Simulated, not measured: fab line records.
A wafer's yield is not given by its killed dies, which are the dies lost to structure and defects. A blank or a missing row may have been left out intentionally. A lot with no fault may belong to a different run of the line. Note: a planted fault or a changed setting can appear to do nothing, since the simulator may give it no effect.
2 desks looking at one fault :: flow n5_finfet :: every desk sees just its own numbers, and what lay behind them comes last

FROM THE METROLOGY DESK
Means of the sampled wafers that have a number, per lot and without regard to the tool the lot ran on: this is what the gauges read. Marked OUT: a lot whose mean sits more than 4 standard deviations from the usual mean, which makes it out of limits; the brackets give that distance. Of its 10 readings 7 are shown: those that lie furthest out on some lot.
Columns: A = DIBL_N at N5_BEOL_M4_RC_MEAS_101, usual 36.3 mV/V; B = DIBL_P at N5_BEOL_M4_RC_MEAS_101, usual 36.4 mV/V; C = IOFF_P at N5_BEOL_M4_RC_MEAS_101, usual 0.22 nA/um; D = ION_P at N5_BEOL_M4_RC_MEAS_101, usual 463 uA/um; E = SS_N at N5_BEOL_M4_RC_MEAS_101, usual 71.6 mV/dec; F = VT_N at N5_BEOL_M4_RC_MEAS_101, usual 250 mV; G = VT_P at N5_BEOL_M4_RC_MEAS_101, usual -250 mV
lot: L513
first seen here: day 10 10:07
A: 37.3
B: 36.9
C: 0.21
D: 457
E: 71.5
F: 254
G: -252

lot: L518
first seen here: day 11 14:42
A: 38.2
B: 38.0
C: 0.30
D: 474
E: 72.7
F: 249
G: -243

lot: L525
first seen here: day 13 18:16
A: 33.8
B: 34.5
C: 0.19
D: 460
E: 71.4
F: 252
G: -252
This desk's verdict: no lot among the 3 shows anything out of limits.

DESK OF THE TOOL OWNER: ald_sin-02
The tool's own readings at N5_MOL_CONTACT_COAG_ALD_27 (deposits SiOC, target thk 17 nm, pulse time 1.5 s, time 2720 s): means of the sampled wafers that have a number, for each lot that ran on this tool. Marked OUT: a lot whose mean sits more than 4 standard deviations from the usual mean, which makes it out of limits; the brackets give that distance.
Columns: A = heater_power_w at N5_MOL_CONTACT_COAG_ALD_27, usual 843 W; B = precursor_pulse_height_rel at N5_MOL_CONTACT_COAG_ALD_27, usual 1.003; C = run_length_s at N5_MOL_CONTACT_COAG_ALD_27, usual 2769.7 s
lot: L513
first seen here: day 5 21:17
A: 821
B: 1.002
C: 2769.0

lot: L518
first seen here: day 7 01:52
A: 824
B: 0.994
C: 2109.3 (-99 or more) OUT
This desk's verdict: out of limits on L518, starting with L518 at day 7 01:52 (run_length_s at N5_MOL_CONTACT_COAG_ALD_27). Within limits: L513.

BROUGHT TOGETHER
The tool owner's desk had the chance to raise an alarm at day 7 01:52 on L518.
The metrology desk saw nothing out of limits.
The metrology desk holds a record of L518, inside its limits.
All the named lots went through N5_MOL_CONTACT_COAG_ALD_27 on ald_sin-02.

WHAT WAS PUT IN BY THE SIMULATOR
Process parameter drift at N5_MOL_CONTACT_COAG_ALD_27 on ald_sin-02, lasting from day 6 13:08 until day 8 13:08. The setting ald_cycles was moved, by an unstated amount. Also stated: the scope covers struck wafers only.
Lots struck among those shown: L518.
Time in hours from fault onset to the first out-of-limits reading at each desk: the tool owner's desk, 13.
